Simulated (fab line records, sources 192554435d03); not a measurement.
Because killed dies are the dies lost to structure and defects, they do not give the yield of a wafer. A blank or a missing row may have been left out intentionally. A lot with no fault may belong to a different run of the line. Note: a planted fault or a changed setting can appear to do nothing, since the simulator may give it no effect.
fab line records + flow n5Finfet
record:
- lots: 5
- wafers: 15
- lastDay: 16
route steps=1938 shown BEOL_M5@1182 BEOL_M6@1194
lots with no fault: from the same line, run without faults
startH: start of the lot's first displayed wafer, in hours after the record's first day + waitH: time in hours since the lot's previous step + " same as the row above + L1.1+2: several wafers, shown together as one row + - no value, or no start was given + * or withheld: withheld + < > ~ a bound
route shown NAME@n: a module of which the file shows steps, and the number in the route of the first + usual: the fault-free wafers' mean and standard deviation + same: alike in all rows + chamber/n: place in a boat + sites: per-site readings + _std_site: standard deviation of those values + _edge_site: outer sites' mean less inner sites' + radiusMm: for every site, how far away it sits from the centre of the wafer + mask NAME#n: copy n + behind: the last tool/chamber to shape the wafer + hold: why the lot went on hold/how many hours it stayed there/how the hold came to an end + device: the transistor (n, p or np) that didn't switch + end of line: the same wafers' tests at the end of the route + step lacking rows: just its recipe + killed: the dies lost at the first sort to structure and to defects; this is not the yield of the wafer + map: dies across one wafer; x = killed, . = not, _ = none there
set.NAME: the setting the step ran with; set.NAME@STEP: the setting that earlier step ran with + model.NAME: the simulator's own value behind a step, which no gauge read
a table for each step, a row for each wafer; lots at some steps of the route
services: a tool's chamber out of use, with start hour (startH, from the record's first day; less than 0 if before it), hours out, and reason
== steps ==
step: N5_BEOL_M5_ANNEAL_89
recipe:
- tempC: 400
- timeS: 1800
- ambient: vacuum
step: N5_BEOL_M5_SPUTTER_90
recipe:
- material: Cu
- targetThkA: 45
- tempC: -20
- chamberPressurePa: 0.07
- powerW: withheld
- timeS: 8.29
step: N5_BEOL_M5_ECD_50
recipe:
- material: Cu
- targetThkA: 3000
step: N5_BEOL_M5_ANNEAL_51
recipe:
- tempC: 225
- timeS: 90
- ambient: N2
step: N5_BEOL_M5_CMP_52
recipe:
- stopOn: SiCOH_lowk
- tOverpolishS: 6.9
- downForcePsi: 1
- platenRpm: 50
- clearingPlatenDownForcePsi: 1.5
- clearingPlatenRpm: 50
- postCmpClean: cuAlkaline
- targetThkNm: 62
- clearingPlatenPadVelocityMS: 0.99484
- padVelocityMS: 0.99484
step: N5_BEOL_M5_PRE_CLEAN_77
recipe:
- gas: NH3/H2
- timeS: 15
- tempC: *
- rfPowerW: 300
step: N5_BEOL_M5_CO_CAP_78
recipe:
- material: Co
- targetThkA: 20
- tempC: 200
- precursor: CCTBA/H2
- pressureTorr: 30
- timeS: 102.1
step: N5_BEOL_M5_PRE_CLEAN_55
recipe:
- gas: NH3
- timeS: 15
- tempC: withheld
- rfPowerW: 300
step: N5_BEOL_M5_DEP_56
recipe:
- material: SiCN
- targetThkA: 80
- tempC: withheld
- precursor: 3MS/NH3
- pressureTorr: 3
- rfW: 202
- timeS: 14
step: N5_BEOL_M6_ILD_DEP_00
recipe:
- material: SiCOH_lowk
- targetThkA: 1797.5
- tempC: 300
- precursor: DEMS/porogen
- pressureTorr: 5
- rfW: 500
- timeS: 33.4
usual:
- heaterPowerW: 318/48
- showerheadPlenumPTorr: 5.737/0.013
- throttleValvePct: 13.9/0.7
| lot.wafer | tool     | chamber | startH | waitH | heaterPowerW | showerheadPlenumPTorr | throttleValvePct | model.SiCOH_lowk_of_BEOL_M6_ILD_DEP_00.thkNm |
|-----------|----------|---------|--------|-------|--------------|-----------------------|------------------|----------------------------------------------|
| L478.1    | pecvd-01 | 1       | 206.88 | 0.0   | 287          | 5.722                 | 13.3             | 178.2                                        |
| L478.2    | "        | 0       | "      | "     | 323          | 5.739                 | 15.1             | 180                                          |
| L478.3    | "        | 2       | "      | "     | 290          | 5.764                 | 13.4             | 180.6                                        |
| L484.1    | pecvd-01 | 2       | 254.90 | 0.0   | 311          | 5.747                 | 13.5             | 177.8                                        |
| L484.3    | "        | 1       | "      | "     | 277          | 5.730                 | 13.5             | 140.4                                        |
| L484.4    | "        | 2       | "      | "     | 318          | 5.753                 | 13.4             | 143                                          |
| L488.1    | pecvd-01 | 2       | 259.32 | 0.0   | 267          | 5.745                 | 13.7             | 180.8                                        |
| L488.4    | "        | 1       | "      | "     | 231          | 5.724                 | 13.6             | 143                                          |
| L488.5    | "        | 2       | "      | "     | 283          | 5.741                 | 13.5             | 145.2                                        |
| L491.3    | pecvd-01 | 1       | 275.05 | 0.0   | 256          | 5.714                 | 13.5             | 141.2                                        |
| L491.4    | "        | 1       | "      | "     | 265          | 5.722                 | 13.5             | 144.8                                        |
| L491.5    | "        | 2       | "      | "     | 326          | 5.746                 | 13.9             | 144.4                                        |
| L493.1    | pecvd-04 | 2       | 296.55 | 0.0   | 359          | 5.729                 | 13.0             | 179.8                                        |
| L493.2    | "        | 1       | "      | "     | 289          | 5.753                 | 13.3             | 178                                          |
| L493.5    | "        | 1       | "      | "     | 220          | 5.753                 | 13.1             | 180.2                                        |
step: N5_BEOL_M6_CURE_74
recipe:
- tempC: 385
- timeS: 240
- ambient: He/Ar
- material: SiCOH_lowk
step: N5_BEOL_M6_THK_MEAS_01
recipe:
- reads: SiCOH_lowk_of_BEOL_M6_ILD_DEP_00
usual:
- M6_ILD_THK: 155.2/2
| lot.wafer | tool         | chamber | startH | waitH | M6_ILD_THK[nm] |
|-----------|--------------|---------|--------|-------|----------------|
| L478.1    | filmMetro-01 | -       | 207.46 | 0.4   | 153.9          |
| L478.2    | "            | -       | "      | "     | 155.4          |
| L478.3    | "            | -       | "      | "     | 155.7          |
| L484.1    | filmMetro-01 | -       | 255.47 | 0.4   | 153.5          |
| L484.3    | "            | -       | "      | "     | 120.7          |
| L484.4    | "            | -       | "      | "     | 123.0          |
| L488.1    | filmMetro-01 | -       | 259.90 | 0.4   | 156.1          |
| L488.4    | "            | -       | "      | "     | 123.0          |
| L488.5    | "            | -       | "      | "     | 124.9          |
| L491.3    | filmMetro-01 | -       | 276.11 | 0.5   | 121.5          |
| L491.4    | "            | -       | "      | "     | 124.5          |
| L491.5    | "            | -       | "      | "     | 124.3          |
| L493.1    | filmMetro-01 | -       | 297.14 | 0.4   | 154.9          |
| L493.2    | "            | -       | "      | "     | 153.4          |
| L493.5    | "            | -       | "      | "     | 155.5          |
step: N5_BEOL_M6_PECVD_70
recipe:
- material: SiO2
- targetThkA: 200
- tempC: 400
- precursor: TEOS/O2
- pressureTorr: 5.5
- rfW: 450
- teosFlowSccm: 53.8
- gas: O2
- flowSccm: 3000
- timeS: 22.7
step: N5_BEOL_M6_HM_DEP_02
recipe:
- material: TiN
- targetThkA: 200
- tempC: 25
- chamberPressurePa: 0.49996
step: N5_BEOL_M6_COAT_59
recipe:
- resist: SOC
- tempC: 250
- timeS: 60
- spinRpm: 1500
- resistThkNm: 100
step: N5_BEOL_M6_COAT_60
recipe:
- resist: SiARC
- tempC: 220
- timeS: 60
- spinRpm: 1500
- resistThkNm: 35
step: N5_BEOL_M6_COAT_05
recipe:
- resist: CAR-ArF
- spinRpm: 1500
- resistThkNm: 90
step: N5_BEOL_M6_EBR_07
recipe:
- solvent: PGMEA
- ebrWidthMm: 1.5
step: N5_BEOL_M6_SOFTBAKE_06
recipe:
- tempC: 110
- timeS: 60
- resist: CAR-ArF
step: N5_BEOL_M6_EXPOSE_08
recipe:
- maskId: M6
- na: 1.35
- sourceShape: dipole
- sigmaInner: 0.817
- sigmaOuter: 0.97
- polarization: te
- doseMj: 68.25
step: N5_BEOL_M6_PEB_09
recipe:
- pebTempC: withheld
- pebTimeS: 60
- resist: CAR-ArF
step: N5_BEOL_M6_DEVELOP_10
recipe:
- developTimeS: 30
- developer: TMAH
- resist: CAR-ArF
- rinseLiquid: diw
- dry: airSpin
- devTempC: 23
step: N5_BEOL_M6_DESCUM_16
recipe:
- chemistry: O2
- timeS: 7.9
- sourcePowerW: 50
- biasPowerW: 20
- pressureMtorr: 20
- rfFrequencyHz: 2.712e+07
- tempC: 40
- resist: CAR-ArF
- o2FlowSccm: 225
step: N5_BEOL_M6_ETCH_61
recipe:
- chemistry: CF4
- target: SiARC
- targetDepthA: 455
- maskMaterial: CAR-ArF
- timeS: 75.8
- ionEnergyEv: 80
- pressureMtorr: 40
- sourceW: 545
- biasW: 36
- Ar_flow_sccm: 100
- cf4FlowSccm: 100
- ends: cleared
step: N5_BEOL_M6_ETCH_62
recipe:
- chemistry: N2/H2
- target: SOC
- targetDepthA: 1100
- overetchA: 220
- maskMaterial: SiARC
- tempC: 40
- timeS: 165
- ionEnergyEv: 200
- pressureMtorr: 30
- sourceW: 840
- biasW: 150
- n2FlowSccm: 200
- h2FlowSccm: 200
step: N5_BEOL_M6_STRIP_68
recipe:
- chemistry: N2/H2
- tempC: 40
- n2FlowSccm: 200
- h2FlowSccm: 200
- rfFrequencyHz: 6e+07
step: N5_BEOL_M6_STRIP_67
recipe:
- chemistry: CF4
- resist: SiARC
- powerW: 300
- biasPowerW: 75
- pressureMtorr: 50
- cf4FlowSccm: 150
- rfFrequencyHz: 6e+07
step: N5_BEOL_M6_HM_OPEN_17
recipe:
- chemistry: Cl2/BCl3
- targetDepthA: 200
- overetchA: 60
- target: TiN
- maskMaterial: SOC
- ionEnergyEv: 150
- pressureMtorr: 10
- icpW: 1000
- biasW: 126
- Cl2_flow_sccm: 53.25
- bcl3FlowSccm: 21.75
- Ar_flow_sccm: 25
step: N5_BEOL_M6_STRIP_19
recipe:
- chemistry: O2
- powerW: 400
- tempC: 40
- pressureMtorr: 30
- rfFrequencyHz: 6e+07
- biasPowerW: 0
- overashFraction: 0.2
- o2FlowSccm: 225
step: N5_BEOL_M6_COAT_63
recipe:
- resist: SOC
- tempC: 250
- timeS: 60
- spinRpm: 1500
- resistThkNm: 60
step: N5_BEOL_M6_COAT_64
recipe:
- resist: SiARC
- tempC: 220
- timeS: 60
- spinRpm: 1500
- resistThkNm: 12
step: N5_BEOL_M6_COAT_71
recipe:
- resist: underlayer
- tempC: 205
- timeS: 60
- spinRpm: 1500
- resistThkNm: 5
step: N5_BEOL_M6_COAT_22
recipe:
- resist: CAR-EUV
- spinRpm: 1500
- resistThkNm: 30
step: N5_BEOL_M6_EBR_24
recipe:
- solvent: PGMEA
- ebrWidthMm: 1.5
step: N5_BEOL_M6_SOFTBAKE_23
recipe:
- tempC: 110
- timeS: 60
- resist: CAR-EUV
step: N5_BEOL_M6_CMP_52
recipe:
- stopOn: SiCOH_lowk
- tOverpolishS: 6.9
- downForcePsi: 1
- platenRpm: 50
- clearingPlatenDownForcePsi: 1.5
- clearingPlatenRpm: 50
- postCmpClean: cuAlkaline
- targetThkNm: 80
- clearingPlatenPadVelocityMS: 0.99484
- padVelocityMS: 0.99484
usual:
- headPressurePsi: 1.0001/0.0021
- motorCurrentA: 5.9/0.64
| lot.wafer | tool   | chamber | startH | waitH | headPressurePsi | motorCurrentA | model.SiCOH_lowk_of_BEOL_M6_ILD_DEP_00.thkNm |
|-----------|--------|---------|--------|-------|-----------------|---------------|----------------------------------------------|
| L478.1    | cmp-03 | 3       | 213.43 | 0.3   | 0.9967          | 7.9           | 150.8                                        |
| L478.2    | "      | 0       | "      | "     | 1.0005          | 6.5           | 152.4                                        |
| L478.3    | "      | 1       | "      | "     | 1.0005          | 5.1           | 152.8                                        |
| L484.4    | cmp-01 | 1       | 260.77 | 0.1   | 0.9980          | 5.3           | 120                                          |
| L484.1    | "      | 2       | "      | "     | 0.9998          | 5.6           | 150.4                                        |
| L484.3    | "      | 0       | "      | "     | 0.9999          | 6.2           | 117.8                                        |
| L488.1    | cmp-04 | 0       | 267.80 | 0.3   | 1.0023          | 6.1           | 153                                          |
| L488.4    | "      | 2       | "      | "     | 1.0009          | 5.7           | 120                                          |
| L488.5    | "      | 3       | "      | "     | 1.0006          | 5.8           | 122                                          |
| L491.4    | cmp-04 | 2       | 282.95 | 0.2   | 0.9964          | 5.7           | 121.6                                        |
| L491.3    | "      | 3       | "      | "     | 0.9994          | 5.4           | 118.6                                        |
| L491.5    | "      | 1       | "      | "     | 0.9984          | 6.3           | 121.2                                        |
| L493.2    | cmp-03 | 3       | 305.39 | 0.2   | 1.0026          | 7.7           | 150.4                                        |
| L493.1    | "      | 1       | "      | "     | 0.9987          | 5.3           | 152                                          |
| L493.5    | "      | 3       | "      | "     | 1.0004          | 7.6           | 152.4                                        |
== services ==
| tool     | chamber | startH | hours | kind                          |
|----------|---------|--------|-------|-------------------------------|
| cmp-01   | -       | 191.12 | 1.8   | repair                        |
| cmp-01   | -       | 227.10 | 0.9   | repair                        |
| cmp-04   | -       | 232.63 | 0.3   | repair                        |
| pecvd-01 | 2       | 244.65 | 5.5   | scheduledDown                 |
| cmp-04   | -       | 246.71 | 8.5   | pm                            |
| cmp-01   | -       | 254.51 | 4.0   | pm                            |
| pecvd-01 | -       | 256.49 | 0.9   | repair                        |
| cmp-01   | -       | 258.51 | -     | consumableReplace:conditioner |
| cmp-01   | -       | 258.51 | -     | consumableReplace:pad         |
| pecvd-01 | 0       | 266.89 | 2.1   | scheduledDown                 |
| cmp-03   | -       | 269.07 | 4.0   | pm                            |
| cmp-03   | -       | 273.07 | -     | consumableReplace:conditioner |
| cmp-03   | -       | 273.07 | -     | consumableReplace:pad         |
| cmp-03   | -       | 290.07 | 0.6   | repair                        |
| cmp-01   | -       | 294.07 | 9.1   | pm                            |
| pecvd-04 | 0       | 295.56 | 5.0   | scheduledDown                 |
== key ==
firstSign:
- step: N5_BEOL_M6_THK_MEAS_01
- reading: M6_ILD_THK
- direction: down
- sigmas: 16
- usual: 155.2
- struck: 123.1
effect none on later readings
modelEffect:
- step: N5_BEOL_M6_ILD_DEP_00
- value: SiCOH_lowk_of_BEOL_M6_ILD_DEP_00.thkNm
- without: 181
- struck: 143.1
modelEffect:
- step: N5_BEOL_M6_CMP_52
- value: SiCOH_lowk_of_BEOL_M6_ILD_DEP_00.thkNm
- without: 153.1
- struck: 120.2
metAt N5_BEOL_M6_ILD_DEP_00
struckWafers L484.3,L484.4,L488.4,L488.5,L491.3,L491.4,L491.5
onsetBetween 206.88 254.90
fault:
- kind: processParameterDrift
- tool: pecvd-01
- chamber: -
- onsetH: 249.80
- steps: N5_BEOL_M6_ILD_DEP_00
- channel: timeS
- offset: *
- shape: step
- endH: 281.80
- scope: struckWafersOnly
- actsIn: *
- stated: *
